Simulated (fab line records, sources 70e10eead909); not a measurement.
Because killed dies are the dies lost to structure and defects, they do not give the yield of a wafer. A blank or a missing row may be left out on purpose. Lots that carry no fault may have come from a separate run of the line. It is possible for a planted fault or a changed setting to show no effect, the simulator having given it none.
fab line records ; flow nand_harc
record: lots: 6; wafers: 18; last_day: 34
route steps=1302 shown A_STAIRCASE@727
lots that met no fault: taken from a fault-free run of the same line
start_h: hours from the record's first day to the start of the lot's first wafer shown ; wait_h: time in hours since the lot's previous step ; " unchanged from the row above ; L1.1+2: a single row standing in for several wafers ; - value missing, or start not given ; * or withheld: withheld ; < > ~ a bound
route shown NAME@n: names a module that has steps shown in the file, with the first one's number in the route ; usual: the fault-free wafers' mean and standard deviation ; same: alike in all rows ; chamber/n: place in a boat ; sites: the reading at each site ; _std_site: standard deviation of those values ; _edge_site: the outer-site mean with the inner-site mean subtracted ; radius_mm: for every site, how far away it sits from the centre of the wafer ; mask NAME#n: copy n ; behind: the tool/chamber that last shaped the wafer ; hold: what put the lot on hold/how long, in hours/how the hold closed ; device: the n, p or np transistor that did not switch ; end of line: the route-end tests of the same wafers ; for a step that has no rows: nothing shown but its recipe ; killed: dies lost to structure and defects at the first sort, not the wafer's yield ; map: shows each die of a wafer: x if killed, . if not, _ if none is there
set.NAME: setting as actually run; set.NAME@STEP: the setting as run at that earlier step ; model.NAME: the simulator's own value behind a step, which no gauge read
a table for each step, a row for each wafer; lots at some steps of the route
services: the hour from which a tool's chamber was out of use, counted from the record's first day as start_h (under 0 if before that day), plus the number of hours and why
== steps ==
step: NHARC_A_STAIRCASE_EBR_213
step: NHARC_A_STAIRCASE_EXPOSE_214
recipe: na: 0.5; dose_mj: 31.26; mask_id: STAIR_3
step: NHARC_A_STAIRCASE_PEB_215
recipe: peb_temp_c: 115; peb_time_s: 130
step: NHARC_A_STAIRCASE_DEVELOP_216
recipe: time_s: 140
step: NHARC_A_STAIRCASE_HARDBAKE_218
recipe: temp_c: 120; time_s: 140
step: NHARC_A_STAIRCASE_DESCUM_219
recipe: time_s: 3; o2_flow_sccm: 200; ar_flow_sccm: 0; bias_power_w: 0; chemistry: O2
usual: drypump_motor_current_A: 5.8/0.53; o2_flow_sccm: 200.1/0.58; oes_product_au: 1.003/0.0095; rf_vpp_V: 57.8/0.86; showerhead_plenum_p_Torr: 1.94/0.073; throttle_valve_pct: 11.311/0.0087
same: time_s: 3
lot.wafer;tool;chamber;start_h;wait_h;drypump_motor_current_A;o2_flow_sccm;oes_product_au;rf_hours_counter_h;rf_vpp_V;showerhead_plenum_p_Torr;throttle_valve_pct
L739.2;rie_diel-01;0;380.05;-;5.2;200.5;1.020;52;58.0;2.06;11.303
L739.3;rie_diel-01;1;380.05;-;5.2;200.2;0.996;51;57.9;1.96;11.313
L739.5;rie_diel-01;0;380.05;-;5.3;200.2;1.007;-;59.7;2.06;11.306
L743.3;rie_diel-01;0;423.28;-;5.2;200.8;1.011;13;58.1;2.05;11.302
L743.5;rie_diel-01;2;423.28;-;6.6;199.8;0.990;-;58.2;1.97;11.321
L743.6;rie_diel-01;1;423.28;-;5.2;198.8;0.993;-;58.3;1.96;11.305
L741.1;rie_diel-04;2;423.64;-;5.7;200.6;1.008;17;57.8;1.95;11.316
L741.5;rie_diel-04;2;423.64;-;5.7;200.7;1.010;-;58.2;1.95;11.319
L741.6;rie_diel-04;3;423.64;-;6.4;200.0;0.983;-;57.1;1.86;11.325
L752.1;rie_diel-04;0;513.90;-;5.2;201.7;1.015;52;58.0;1.93;11.311
L752.3;rie_diel-04;1;513.90;-;5.3;200.4;1.001;50;58.0;2.02;11.307
L752.2;rie_diel-04;2;513.90;-;5.6;199.8;0.996;50;58.0;1.94;11.315
L757.2;rie_diel-09;3;571.44;-;5.7;199.8;0.996;21;57.7;1.98;11.300
L757.1;rie_diel-09;0;571.44;-;6.2;199.8;0.991;18;55.8;1.78;11.311
L757.3;rie_diel-09;2;571.44;-;5.8;200.0;1.016;23;57.0;1.90;11.329
L761.2;rie_diel-09;3;612.95;-;5.7;200.7;1.005;35;58.7;1.98;11.298
L761.1;rie_diel-09;0;612.95;-;6.2;201.0;1.004;31;56.5;1.78;11.325
L761.4;rie_diel-09;1;612.95;-;6.6;200.1;1.001;31;57.9;1.93;11.299
step: NHARC_A_STAIRCASE_TRIM_220
recipe: time_s: 211.2; o2_flow_sccm: 500; ar_flow_sccm: 0; bias_w: 0; chemistry: O2
usual: drypump_motor_current_A: 5.8/0.53; o2_flow_sccm: 500.0/1.5; oes_product_au: 1.002/0.011; rf_vpp_V: 57.9/0.92; showerhead_plenum_p_Torr: 3.56/0.13; throttle_valve_pct: 17.036/0.0099
same: time_s: 211.2
lot.wafer;tool;chamber;start_h;wait_h;drypump_motor_current_A;o2_flow_sccm;oes_product_au;rf_hours_counter_h;rf_vpp_V;showerhead_plenum_p_Torr;throttle_valve_pct
L739.3;rie_diel-01;2;380.15;0.1;6.6;501.8;1.006;51;56.9;3.62;17.045
L739.2;rie_diel-01;0;380.15;0.1;5.3;499.8;1.020;53;58.9;3.78;17.030
L739.5;rie_diel-01;2;380.15;0.1;6.6;501.6;1.005;-;59.6;3.62;17.032
L743.3;rie_diel-01;2;423.41;0.1;6.6;499.4;0.994;10;58.0;3.62;17.051
L743.5;rie_diel-01;0;423.41;0.1;5.2;498.7;1.014;-;57.6;3.77;17.052
L743.6;rie_diel-01;2;423.41;0.1;6.6;501.3;0.993;-;57.4;3.62;17.017
L741.1;rie_diel-04;3;423.75;0.1;6.5;500.1;0.996;13;57.9;3.45;17.032
L741.5;rie_diel-04;3;423.75;0.1;6.5;498.9;0.976;-;58.8;3.45;17.041
L741.6;rie_diel-04;0;423.75;0.1;5.2;499.3;0.997;-;58.0;3.58;17.058
L752.3;rie_diel-04;0;513.99;0.1;5.2;499.4;1.000;52;58.0;3.56;17.034
L752.2;rie_diel-04;1;513.99;0.1;5.3;501.7;0.995;50;58.4;3.71;17.041
L752.1;rie_diel-04;3;513.99;0.1;6.4;497.8;0.992;42;58.2;3.43;17.038
L757.1;rie_diel-09;1;571.53;0.1;6.6;499.3;1.019;20;57.3;3.57;17.029
L757.2;rie_diel-09;2;571.53;0.1;5.8;501.7;1.022;23;58.5;3.51;17.035
L757.3;rie_diel-09;3;571.53;0.1;5.7;498.3;0.992;21;57.0;3.64;17.045
L761.1;rie_diel-09;1;613.03;0.1;6.6;502.1;0.999;31;58.3;3.56;17.037
L761.2;rie_diel-09;3;613.03;0.1;5.7;499.3;1.000;35;59.2;3.64;17.039
L761.4;rie_diel-09;0;613.03;0.1;6.2;499.0;1.007;31;57.2;3.29;17.033
step: NHARC_A_STAIRCASE_ETCH_221
recipe: target_depth_a: 1000; time_s: 40.5; ion_energy_ev: 400; c4f8_flow_sccm: 20; o2_flow_sccm: 10; ar_flow_sccm: withheld; rf_w: 600; bias_w: 1000; chemistry: C4F8/O2
usual: bias_w: 1000/3.1; chamber_pressure_mTorr: 25.001/0.022; oes_product_au: 0.944/0.014; rf_vpp_V: 897/4.9
same: time_s: 40.5
lot.wafer;tool;chamber;start_h;wait_h;bias_w;chamber_pressure_mTorr;oes_product_au;rf_hours_counter_h;rf_vpp_V
L739.3;rie_diel-01;1;-;-;1007;25.021;0.930;51;898
L739.2;rie_diel-01;2;-;-;998;24.996;0.948;52;899
L739.5;rie_diel-01;1;-;-;1006;24.983;0.928;-;898
L743.3;rie_diel-01;1;-;-;1002;25.041;0.929;13;897
L743.5;rie_diel-01;0;-;-;997;24.981;0.961;-;905
L743.6;rie_diel-01;1;-;-;1001;24.975;0.933;-;898
L741.1;rie_diel-04;2;-;-;999;24.988;0.937;17;898
L741.5;rie_diel-04;0;-;-;1005;24.958;0.931;-;898
L741.6;rie_diel-04;1;-;-;996;24.976;0.948;-;903
L752.1;rie_diel-04;1;-;-;999;25.021;0.949;50;903
L752.3;rie_diel-04;3;-;-;1001;24.983;0.948;42;891
L752.2;rie_diel-04;0;-;-;1006;24.989;0.959;53;897
L757.2;rie_diel-09;3;-;-;1000;24.962;0.936;21;901
L757.1;rie_diel-09;0;-;-;1005;24.996;0.932;18;888
L757.3;rie_diel-09;1;-;-;1001;24.990;0.942;20;897
L761.2;rie_diel-09;2;-;-;1006;24.959;0.946;35;894
L761.1;rie_diel-09;3;-;-;1000;25.005;0.937;35;900
L761.4;rie_diel-09;0;-;-;1001;25.029;0.935;31;887
step: NHARC_A_STAIRCASE_TRIM_222
recipe: time_s: 211.2; o2_flow_sccm: 500; ar_flow_sccm: 0; bias_w: 0; chemistry: O2
usual: drypump_motor_current_A: 5.8/0.52; o2_flow_sccm: 500.0/1.6; oes_product_au: 1.003/0.0097; rf_vpp_V: 57.9/0.93; showerhead_plenum_p_Torr: 3.57/0.13; throttle_valve_pct: 17.036/0.0088
same: time_s: 211.2
lot.wafer;tool;chamber;start_h;wait_h;drypump_motor_current_A;o2_flow_sccm;oes_product_au;rf_hours_counter_h;rf_vpp_V;showerhead_plenum_p_Torr;throttle_valve_pct
L739.2;rie_diel-01;0;-;-;5.3;498.6;0.990;53;57.0;3.78;17.042
L739.3;rie_diel-01;3;-;-;5.9;497.9;1.013;58;57.8;3.36;17.026
L739.5;rie_diel-01;1;-;-;5.1;499.4;0.997;-;57.5;3.61;17.036
L743.3;rie_diel-01;0;-;-;5.2;500.4;1.015;13;57.4;3.77;17.031
L743.5;rie_diel-01;1;-;-;5.2;496.0;1.011;-;57.9;3.60;17.031
L743.6;rie_diel-01;0;-;-;5.3;500.3;1.016;-;59.2;3.77;17.036
L741.1;rie_diel-04;2;-;-;5.6;499.6;1.011;17;58.4;3.59;17.025
L741.5;rie_diel-04;1;-;-;5.3;500.5;1.012;-;58.3;3.73;17.029
L741.6;rie_diel-04;2;-;-;5.6;498.1;0.999;-;59.2;3.59;17.034
L752.3;rie_diel-04;1;-;-;5.3;502.4;0.997;50;59.2;3.71;17.046
L752.1;rie_diel-04;2;-;-;5.7;501.9;0.995;50;58.9;3.57;17.031
L752.2;rie_diel-04;0;-;-;5.2;499.6;1.015;53;58.2;3.56;17.032
L757.2;rie_diel-09;0;-;-;6.2;500.3;0.996;18;56.9;3.30;17.035
L757.3;rie_diel-09;1;-;-;6.6;501.6;1.018;20;57.8;3.57;17.060
L757.1;rie_diel-09;3;-;-;5.7;498.2;0.995;21;59.2;3.64;17.033
L761.1;rie_diel-09;1;-;-;6.6;502.4;1.005;32;56.9;3.56;17.047
L761.2;rie_diel-09;2;-;-;5.9;499.0;1.013;35;58.7;3.50;17.016
L761.4;rie_diel-09;0;-;-;6.2;502.8;1.010;32;56.2;3.29;17.030
step: NHARC_A_STAIRCASE_ETCH_223
recipe: target_depth_a: 1000; time_s: 40.5; ion_energy_ev: 400; c4f8_flow_sccm: 20; o2_flow_sccm: 10; ar_flow_sccm: withheld; rf_w: 600; bias_w: 1000; chemistry: C4F8/O2
usual: bias_w: 999.9/2.9; chamber_pressure_mTorr: 25.000/0.021; oes_product_au: 0.946/0.011; rf_vpp_V: 897/4.8
same: time_s: 40.5
lot.wafer;tool;chamber;start_h;wait_h;bias_w;chamber_pressure_mTorr;oes_product_au;rf_hours_counter_h;rf_vpp_V
L739.2;rie_diel-01;0;-;-;999.1;25.054;0.954;53;904
L739.3;rie_diel-01;1;-;-;1001.3;24.984;0.942;51;900
L739.5;rie_diel-01;0;-;-;1001.5;25.010;0.945;-;905
L743.3;rie_diel-01;0;-;-;993.7;25.000;0.952;13;904
L743.5;rie_diel-01;1;-;-;999.3;24.950;0.938;-;898
L743.6;rie_diel-01;2;-;-;994.7;25.008;0.934;-;900
L741.1;rie_diel-04;3;-;-;1000.7;25.020;0.933;14;893
L741.5;rie_diel-04;1;-;-;998.7;25.009;0.946;-;902
L741.6;rie_diel-04;2;-;-;992.5;25.022;0.953;-;898
L752.3;rie_diel-04;0;-;-;1000.9;25.013;0.949;53;897
L752.2;rie_diel-04;2;-;-;1001.1;25.050;0.960;50;897
L752.1;rie_diel-04;3;-;-;1003.2;24.999;0.947;42;891
L757.3;rie_diel-09;0;-;-;1001.6;25.000;0.940;18;888
L757.1;rie_diel-09;1;-;-;1000.2;25.024;0.938;21;899
L757.2;rie_diel-09;3;-;-;1007.3;24.995;0.942;21;900
L761.4;rie_diel-09;0;-;-;998.7;25.005;0.953;32;887
L761.2;rie_diel-09;1;-;-;1000.0;25.017;0.942;32;897
L761.1;rie_diel-09;2;-;-;1006.4;25.023;0.943;35;895
step: NHARC_A_STAIRCASE_TRIM_224
recipe: time_s: 211.2; o2_flow_sccm: 500; ar_flow_sccm: 0; bias_w: 0; chemistry: O2
step: NHARC_A_STAIRCASE_ETCH_225
recipe: target_depth_a: 1000; time_s: 40.5; ion_energy_ev: 400; c4f8_flow_sccm: 20; o2_flow_sccm: 10; ar_flow_sccm: withheld; rf_w: 600; bias_w: 1000; chemistry: C4F8/O2
usual: bias_w: 1000.4/3; chamber_pressure_mTorr: 24.999/0.021; oes_product_au: 0.944/0.013; rf_vpp_V: 897/4.7; time_s: 40.5/0
lot.wafer;tool;chamber;start_h;wait_h;bias_w;chamber_pressure_mTorr;oes_product_au;rf_hours_counter_h;rf_vpp_V;time_s
L739.2;rie_diel-01;3;380.78;-;997.6;25.000;0.950;59;891;40.5
L739.3;rie_diel-01;2;380.78;-;1005.3;25.007;0.940;52;900;40.5
L739.5;rie_diel-01;1;380.78;-;1005.5;25.029;0.937;-;899;40.5
L743.3;rie_diel-01;1;424.09;-;-;-;-;-;-;-
L743.6;rie_diel-01;1;424.09;-;-;-;-;-;-;-
L743.5;rie_diel-01;2;424.09;-;-;-;-;-;-;-
L741.1;rie_diel-04;2;424.64;-;-;-;-;-;-;-
L741.5;rie_diel-04;0;424.64;-;-;-;-;-;-;-
L741.6;rie_diel-04;1;424.64;-;-;-;-;-;-;-
L752.1;rie_diel-04;1;514.61;-;998.6;24.983;0.956;50;903;40.5
L752.3;rie_diel-04;2;514.61;-;1001.4;25.029;0.936;50;897;40.5
L752.2;rie_diel-04;0;514.61;-;1000.0;25.014;0.941;53;898;40.5
L757.2;rie_diel-09;3;572.15;-;1001.7;24.978;0.944;21;902;40.5
L757.1;rie_diel-09;0;572.15;-;1004.7;25.044;0.946;18;888;40.5
L757.3;rie_diel-09;1;572.15;-;1003.2;25.005;0.959;21;897;40.5
L761.1;rie_diel-09;2;613.76;-;1003.3;24.969;0.944;35;897;40.5
L761.2;rie_diel-09;3;613.76;-;996.5;25.039;0.937;35;900;40.5
L761.4;rie_diel-09;1;613.76;-;1003.7;24.996;0.937;32;898;40.5
step: NHARC_A_STAIRCASE_TRIM_226
recipe: time_s: 211.2; o2_flow_sccm: 500; ar_flow_sccm: 0; bias_w: 0; chemistry: O2
== services ==
tool;chamber;start_h;hours;kind
rie_diel-01;2;361.11;8.2;repair
rie_diel-01;0;363.26;-;clean
rie_diel-01;1;363.26;-;clean
rie_diel-01;3;363.26;-;clean
rie_diel-04;0;364.63;-;clean
rie_diel-04;1;364.63;-;clean
rie_diel-04;2;364.63;-;clean
rie_diel-04;3;364.63;-;clean
rie_diel-09;0;374.58;1.4;repair
rie_diel-04;2;374.58;1.4;repair
rie_diel-09;0;379.93;-;clean
rie_diel-09;1;379.93;-;clean
rie_diel-09;2;379.93;-;clean
rie_diel-01;-;380.98;9.0;pm
rie_diel-04;3;384.01;14.6;repair
rie_diel-01;3;409.01;15.4;repair
rie_diel-01;2;411.48;2.7;repair
rie_diel-04;-;457.47;0.5;repair
rie_diel-09;-;498.49;9.0;pm
rie_diel-04;-;533.12;9.0;pm
rie_diel-01;3;541.46;4.9;repair
rie_diel-01;-;557.98;9.0;pm
rie_diel-04;1;560.84;20.0;repair
rie_diel-04;2;587.25;2.7;repair
== key ==
first_sign: step: NHARC_A_STAIRCASE_ETCH_225; reading: tool_record; direction: missing
effect none on later readings
met_at NHARC_A_STAIRCASE_ETCH_225
struck_wafers L741.1,L741.5,L741.6,L743.3,L743.5,L743.6
later_rows_left_out L741.1,L741.5,L741.6,L743.3,L743.5,L743.6
sort_left_out L741.1,L741.5,L741.6,L743.3,L743.5,L743.6
tester_left_out L741,L743
onset_between 380.78 424.09
fault: kind: skipped_step_whole; tool: rie_diel-01,rie_diel-04; chamber: -; onset_h: 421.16; steps: NHARC_A_STAIRCASE_ETCH_225; scope: struck_lots_only
tester_left_out: of these lots the tester's yield and bins aren't shown, on N5 and GAA mostly nor the transistor test; their killed dies are dies lost to structure and defects alone, not to doping, threshold or leakage, so they don't give the yield
sort_left_out: the simulated sort isn't trusted on such a fault, so these wafers' sort isn't shown, and their yield isn't known
later_rows_left_out: the simulator's readings of these wafers behind a module that went badly wrong aren't trusted and aren't shown, but for the sort
